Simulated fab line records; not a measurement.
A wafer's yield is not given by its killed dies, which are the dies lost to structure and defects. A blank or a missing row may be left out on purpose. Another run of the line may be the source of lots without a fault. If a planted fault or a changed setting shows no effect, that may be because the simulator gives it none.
Matching of chambers || flow n5Finfet || 4 sister chambers for N5_BEOL_M7_STRIP_36 on rieDiel-04
The step strips in N2/H2. 24 wafers are shown with their chamber, then 12 later ones without.

## EACH WAFER AND ITS CHAMBER
{"wafer": "L074.1", "chamber": 0, "showerheadPlenumPTorr (Torr)": 2.65, "drypumpMotorCurrentA (A)": 5.3, "throttleValvePct (%)": 23.5}
{"wafer": "L074.2", "chamber": 1, "showerheadPlenumPTorr (Torr)": 2.64, "drypumpMotorCurrentA (A)": 6.3, "throttleValvePct (%)": 23.5}
{"wafer": "L074.3", "chamber": 3, "showerheadPlenumPTorr (Torr)": 2.39, "drypumpMotorCurrentA (A)": 5.9, "throttleValvePct (%)": 23.4}
{"wafer": "L074.4", "chamber": 2, "showerheadPlenumPTorr (Torr)": 2.61, "drypumpMotorCurrentA (A)": 4.8, "throttleValvePct (%)": 23.3}
{"wafer": "L074.5", "chamber": 2, "showerheadPlenumPTorr (Torr)": 2.62, "drypumpMotorCurrentA (A)": 4.9, "throttleValvePct (%)": 23.3}
{"wafer": "L074.6", "chamber": 3, "showerheadPlenumPTorr (Torr)": 2.39, "drypumpMotorCurrentA (A)": 5.9, "throttleValvePct (%)": 23.4}
{"wafer": "L077.3", "chamber": 0, "showerheadPlenumPTorr (Torr)": 2.65, "drypumpMotorCurrentA (A)": 5.3, "throttleValvePct (%)": 23.6}
{"wafer": "L077.4", "chamber": 2, "showerheadPlenumPTorr (Torr)": 2.61, "drypumpMotorCurrentA (A)": 4.9, "throttleValvePct (%)": 23.3}
{"wafer": "L077.5", "chamber": 3, "showerheadPlenumPTorr (Torr)": 2.39, "drypumpMotorCurrentA (A)": 5.9, "throttleValvePct (%)": 23.4}
{"wafer": "L080.1", "chamber": 0, "showerheadPlenumPTorr (Torr)": 2.65, "drypumpMotorCurrentA (A)": 5.3, "throttleValvePct (%)": 23.5}
{"wafer": "L080.2", "chamber": 3, "showerheadPlenumPTorr (Torr)": 2.39, "drypumpMotorCurrentA (A)": 5.9, "throttleValvePct (%)": 23.4}
{"wafer": "L080.5", "chamber": 1, "showerheadPlenumPTorr (Torr)": 2.64, "drypumpMotorCurrentA (A)": 6.2, "throttleValvePct (%)": 23.5}
{"wafer": "L081.2", "chamber": 2, "showerheadPlenumPTorr (Torr)": 2.61, "drypumpMotorCurrentA (A)": 4.9, "throttleValvePct (%)": 23.3}
{"wafer": "L081.3", "chamber": 1, "showerheadPlenumPTorr (Torr)": 2.64, "drypumpMotorCurrentA (A)": 6.3, "throttleValvePct (%)": 23.5}
{"wafer": "L081.6", "chamber": 0, "showerheadPlenumPTorr (Torr)": 2.65, "drypumpMotorCurrentA (A)": 5.3, "throttleValvePct (%)": 23.6}
{"wafer": "L084.1", "chamber": 1, "showerheadPlenumPTorr (Torr)": 2.63, "drypumpMotorCurrentA (A)": 6.2, "throttleValvePct (%)": 23.5}
{"wafer": "L084.2", "chamber": 2, "showerheadPlenumPTorr (Torr)": 2.61, "drypumpMotorCurrentA (A)": 4.9, "throttleValvePct (%)": 23.3}
{"wafer": "L084.3", "chamber": 0, "showerheadPlenumPTorr (Torr)": 2.65, "drypumpMotorCurrentA (A)": 5.3, "throttleValvePct (%)": 23.6}
{"wafer": "L084.4", "chamber": 0, "showerheadPlenumPTorr (Torr)": 2.64, "drypumpMotorCurrentA (A)": 5.3, "throttleValvePct (%)": 23.6}
{"wafer": "L084.5", "chamber": 1, "showerheadPlenumPTorr (Torr)": 2.63, "drypumpMotorCurrentA (A)": 6.2, "throttleValvePct (%)": 23.5}
{"wafer": "L084.6", "chamber": 2, "showerheadPlenumPTorr (Torr)": 2.61, "drypumpMotorCurrentA (A)": 4.9, "throttleValvePct (%)": 23.3}
{"wafer": "L085.1", "chamber": 2, "showerheadPlenumPTorr (Torr)": 2.61, "drypumpMotorCurrentA (A)": 4.9, "throttleValvePct (%)": 23.3}
{"wafer": "L085.3", "chamber": 1, "showerheadPlenumPTorr (Torr)": 2.63, "drypumpMotorCurrentA (A)": 6.3, "throttleValvePct (%)": 23.5}
{"wafer": "L085.5", "chamber": 1, "showerheadPlenumPTorr (Torr)": 2.63, "drypumpMotorCurrentA (A)": 6.3, "throttleValvePct (%)": 23.5}

SIGNATURES, as means of the wafers listed above
{"reading": "showerheadPlenumPTorr", "chamber 0": 2.6483, "chamber 1": 2.6343, "chamber 2": 2.6114, "chamber 3": 2.3900, "scatter within a chamber": 0.00413}
{"reading": "drypumpMotorCurrentA", "chamber 0": 5.300, "chamber 1": 6.257, "chamber 2": 4.886, "chamber 3": 5.900, "scatter within a chamber": 0.0359}
{"reading": "throttleValvePct", "chamber 0": 23.567, "chamber 1": 23.500, "chamber 2": 23.300, "chamber 3": 23.400, "scatter within a chamber": 0.0258}
Rule: distance of a wafer from a chamber = root of the sum over the readings of ((wafer's reading minus chamber's mean) / reading's scatter) squared. If the next closest chamber is less than 2 further off than the closest, the wafer can't be placed; otherwise it belongs to the closest. How the scatter is found: for the shown wafers, subtract from each reading the mean of its chamber, square and add these, divide the total by (wafers less chambers), then take the root.

## WAFERS MISSING THEIR CHAMBER
{"wafer": "L086.1", "showerheadPlenumPTorr (Torr)": 2.63, "drypumpMotorCurrentA (A)": 6.2, "throttleValvePct (%)": 23.5}
{"wafer": "L086.2", "showerheadPlenumPTorr (Torr)": 2.64, "drypumpMotorCurrentA (A)": 5.3, "throttleValvePct (%)": 23.6}
{"wafer": "L086.3", "showerheadPlenumPTorr (Torr)": 2.60, "drypumpMotorCurrentA (A)": 4.9, "throttleValvePct (%)": 23.3}
{"wafer": "L086.4", "showerheadPlenumPTorr (Torr)": 2.70, "drypumpMotorCurrentA (A)": 5.9, "throttleValvePct (%)": 23.1}
{"wafer": "L086.5", "showerheadPlenumPTorr (Torr)": 2.70, "drypumpMotorCurrentA (A)": 5.9, "throttleValvePct (%)": 23.1}
{"wafer": "L086.6", "showerheadPlenumPTorr (Torr)": 2.60, "drypumpMotorCurrentA (A)": 4.9, "throttleValvePct (%)": 23.3}
{"wafer": "L090.1", "showerheadPlenumPTorr (Torr)": 2.64, "drypumpMotorCurrentA (A)": 5.3, "throttleValvePct (%)": 23.6}
{"wafer": "L090.4", "showerheadPlenumPTorr (Torr)": 2.70, "drypumpMotorCurrentA (A)": 5.9, "throttleValvePct (%)": 23.1}
{"wafer": "L090.5", "showerheadPlenumPTorr (Torr)": 2.60, "drypumpMotorCurrentA (A)": 4.9, "throttleValvePct (%)": 23.3}
{"wafer": "L096.1", "showerheadPlenumPTorr (Torr)": 2.60, "drypumpMotorCurrentA (A)": 4.9, "throttleValvePct (%)": 23.3}
{"wafer": "L096.2", "showerheadPlenumPTorr (Torr)": 2.62, "drypumpMotorCurrentA (A)": 6.2, "throttleValvePct (%)": 23.6}
{"wafer": "L096.4", "showerheadPlenumPTorr (Torr)": 2.69, "drypumpMotorCurrentA (A)": 5.9, "throttleValvePct (%)": 23.1}

## EACH ONE'S CHAMBER
{"wafer": "L086.1", "from the rows above": 1, "in truth": 1}
{"wafer": "L086.2", "from the rows above": 0, "in truth": 0}
{"wafer": "L086.3", "from the rows above": 2, "in truth": 2}
{"wafer": "L086.4", "from the rows above": 1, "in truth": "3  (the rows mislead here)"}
{"wafer": "L086.5", "from the rows above": 1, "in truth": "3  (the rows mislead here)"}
{"wafer": "L086.6", "from the rows above": 2, "in truth": 2}
{"wafer": "L090.1", "from the rows above": 0, "in truth": 0}
{"wafer": "L090.4", "from the rows above": 1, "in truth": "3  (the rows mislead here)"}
{"wafer": "L090.5", "from the rows above": 2, "in truth": 2}
{"wafer": "L096.1", "from the rows above": 2, "in truth": 2}
{"wafer": "L096.2", "from the rows above": 1, "in truth": 1}
{"wafer": "L096.4", "from the rows above": 1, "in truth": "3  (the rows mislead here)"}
Correct placement for 8 of the 12. From these rows, 0 cannot be placed. Placed wrongly: 4.
